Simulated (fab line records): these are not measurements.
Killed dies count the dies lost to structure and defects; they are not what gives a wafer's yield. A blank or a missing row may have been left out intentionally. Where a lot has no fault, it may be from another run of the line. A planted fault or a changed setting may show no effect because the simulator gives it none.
Split-lot study ; flow n5 finfet ; 7 lots, 39 wafers read, on a route of 1938 steps

== ON THE SPLIT ==
At N5_DUMMY_GATE_EXPOSE_12 (exposes mask GATE, target cd 25 nm), the setting dose mj was moved away from the recipe's 34 on 12 of the 39 wafers read, by -4.9% to +6.5%. All remaining wafers had this setting at the recipe value.

== FROM THE SPLIT TO THE READING: what the file shows between them, 2 steps ==
- N5_DUMMY_GATE_PEB_13: peb time 60 s
- N5_DUMMY_GATE_DEVELOP_14: develop time 30 s

== THE READING ==
At N5_DUMMY_GATE_CD_MEAS_15: cd nm in nanometres, against a target cd of 25.8 nm. On this fab line, fault-free wafers typically give 24.93 nm with a standard deviation of 0.26 nm.

wafer;tool, chamber at the split;dose mj as run;against the recipe;cd nm, nm;against lot-mates on the recipe
L075.1;euv scanner-01, 0;34;recipe;25.09;-
L075.3;euv scanner-01, 0;34;recipe;24.34;-
L075.4;euv scanner-01, 0;34;recipe;24.65;-
L076.1;euv scanner-01, 0;34;recipe;25.27;-
L076.2;euv scanner-01, 0;34;recipe;25.15;-
L076.3;euv scanner-01, 0;34;recipe;25.06;-
L076.4;euv scanner-01, 0;34;recipe;25.05;-
L076.5;euv scanner-01, 0;34;recipe;25.18;-
L076.6;euv scanner-01, 0;34;recipe;25.12;-
L078.1;euv scanner-02, 0;34;recipe;25.23;-
L078.2;euv scanner-02, 0;34;recipe;24.79;-
L078.3;euv scanner-02, 0;32.42;-4.6%;25.74;+0.82
L078.4;euv scanner-02, 0;32.42;-4.6%;25.47;+0.55
L078.5;euv scanner-02, 0;32.42;-4.6%;25.78;+0.86
L078.6;euv scanner-02, 0;34;recipe;24.75;-
L086.1;euv scanner-01, 0;32.33;-4.9%;25.76;+1.13
L086.2;euv scanner-01, 0;34;recipe;24.53;-
L086.3;euv scanner-01, 0;34;recipe;24.63;-
L086.4;euv scanner-01, 0;34;recipe;24.72;-
L086.5;euv scanner-01, 0;32.33;-4.9%;25.91;+1.28
L086.6;euv scanner-01, 0;32.33;-4.9%;25.74;+1.11
L089.1;euv scanner-01, 0;34;recipe;24.78;-
L089.2;euv scanner-01, 0;35.96;+5.8%;23.99;-0.90
L089.3;euv scanner-01, 0;34;recipe;24.73;-
L089.4;euv scanner-01, 0;35.96;+5.8%;24.23;-0.66
L089.5;euv scanner-01, 0;34;recipe;25.16;-
L089.6;euv scanner-01, 0;35.96;+5.8%;23.75;-1.14
L090.1;euv scanner-02, 0;34;recipe;24.89;-
L090.2;euv scanner-02, 0;34;recipe;25.19;-
L090.3;euv scanner-02, 0;34;recipe;24.91;-
L090.4;euv scanner-02, 0;34;recipe;24.67;-
L090.5;euv scanner-02, 0;34;recipe;24.99;-
L090.6;euv scanner-02, 0;34;recipe;24.93;-
L093.1;euv scanner-01, 0;36.21;+6.5%;23.89;-0.89
L093.2;euv scanner-01, 0;36.21;+6.5%;23.76;-1.02
L093.3;euv scanner-01, 0;34;recipe;24.56;-
L093.4;euv scanner-01, 0;34;recipe;25.01;-
L093.5;euv scanner-01, 0;34;recipe;24.78;-
L093.6;euv scanner-01, 0;36.21;+6.5%;24.02;-0.76

FIT RESULTS
A straight line over all 39 wafers: cd nm changes by -0.164 nm for each +1% of dose mj; r = -0.92; the points scatter about the line by 0.22 nm.
The same after taking each lot's own level away (the mean of its wafers on the recipe; 39 wafers): -0.168 nm for each +1%; r = -0.93; scatter 0.2 nm.
The reading moves by 1.1 nm for the largest change in dose mj, on that fit.
Measured against the standard deviation above, the lots' own levels, which go from 24.627 to 25.138 nm, span 2.0 times it.
The two slopes agree, so the slope changes little with the lot-to-lot level.
Check: -1.07 nm against its lot-mates is what the line predicts for one of the wafers moved furthest among these (+6.5%) when that wafer is left out of the fit. It came out at -0.893 nm against them.

== OTHER SPLITS APPLIED TO THESE WAFERS ==
These wafers also went through other splits before the reading. Each is held against what the fit with the lots' levels taken away leaves over:
other split on the same wafers;wafers away from the commonest value;r with cd nm (lot level and that fit taken away)
N5_WELL_APT_EXPOSE_05 dose mj;15;-0.11

== THE WHOLE CHAIN: every reading that the file lists as answering this split, in the file's order ==
step;what it does;reading;change (the file's fit);r (the file's)
N5_DUMMY_GATE_CD_MEAS_15;target cd 25.8 nm;cd nm;-0.167 nm for each +1% of the setting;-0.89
N5_DUMMY_GATE_TRIM_49;chemistry O2, time 29 s, target cd 14 nm;DUMMY_GATE.cd nm (the simulator's own value, which no gauge read);-0.194 nm for each +1% of the setting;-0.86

== THE FILE'S OWN FIT ==
cd nm changes by -0.167 nm for each +1% of dose mj, r = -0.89.
